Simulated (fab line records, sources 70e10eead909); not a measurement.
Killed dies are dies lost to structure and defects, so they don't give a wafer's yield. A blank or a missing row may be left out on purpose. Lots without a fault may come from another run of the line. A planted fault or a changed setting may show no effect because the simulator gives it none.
Chamber matching | flow nand_harc | NHARC_P_GATE_ETCH_32 on rie_si-03: 4 sister chambers
The step etches the open film in HBr/Cl2, target depth 150 nm, time 100.1 s. 14 wafers are shown with their chamber, then 7 later ones without.

WAFERS WITH THEIR CHAMBER
wafer  | chamber | drypump_motor_current_A (A) | throttle_valve_pct (%) | oes_product_au (a.u.)
L515.1 | 2       | 6.2                         | 26.399                 | 0.982
L515.4 | 1       | 4.7                         | 26.408                 | 0.991
L515.5 | 2       | 6.3                         | 26.412                 | 1.000
L516.2 | 2       | 6.2                         | 26.402                 | 0.998
L516.3 | 0       | 5.8                         | 26.399                 | 1.001
L516.5 | 2       | 6.2                         | 26.396                 | 0.999
L527.2 | 0       | 5.8                         | 26.398                 | 0.991
L527.4 | 1       | 4.7                         | 26.415                 | 0.994
L527.5 | 0       | 5.8                         | 26.406                 | 0.987
L526.3 | 2       | 6.2                         | 26.398                 | 1.013
L526.4 | 3       | 5.9                         | 26.407                 | 0.999
L526.5 | 1       | 4.7                         | 26.411                 | 0.984
L535.3 | 2       | 6.2                         | 26.409                 | 0.998
L535.5 | 3       | 5.9                         | 26.414                 | 1.005

SIGNATURES (means of the wafers above)
reading                 | chamber 0 | chamber 1 | chamber 2 | chamber 3 | scatter within a chamber
drypump_motor_current_A | 5.800     | 4.700     | 6.217     | 5.900     | 0.0289
throttle_valve_pct      | 26.40100  | 26.41133  | 26.40267  | 26.41050  | 0.00543
oes_product_au          | 0.99300   | 0.98967   | 0.99833   | 1.00200   | 0.00812
Rule: a wafer's distance from a chamber is the root of the sum, over the readings, of the square of ((its reading less the chamber's mean) divided by the reading's scatter). The wafer belongs to the nearest chamber; if the next one is less than 2 further off, it can't be placed. The scatter: the root of (the sum of the squares of (reading less its chamber's mean) over the shown wafers, divided by (wafers less chambers)).

WAFERS WITHOUT THEIR CHAMBER
wafer  | drypump_motor_current_A (A) | throttle_valve_pct (%) | oes_product_au (a.u.)
L535.6 | 6.2                         | 26.414                 | 1.011
L536.1 | 6.2                         | 26.406                 | 0.995
L536.2 | 5.9                         | 26.411                 | 1.009
L536.4 | 5.8                         | 26.397                 | 0.992
L537.2 | 6.2                         | 26.399                 | 0.997
L537.3 | 5.8                         | 26.412                 | 1.004
L537.4 | 5.9                         | 26.409                 | 1.006

WHICH CHAMBER EACH WENT THROUGH
wafer  | from the rows above     | in truth
L535.6 | 2                       | 2
L536.1 | 2                       | 2
L536.2 | 3                       | 3
L536.4 | 0                       | 0
L537.2 | 2                       | 2
L537.3 | can't be placed: 0 or 3 | 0
L537.4 | 3                       | 3
Placed correctly: 6 of 7. Can't be placed from these rows: 1 (the true chamber is among the candidates in 1). Placed wrongly: 0.
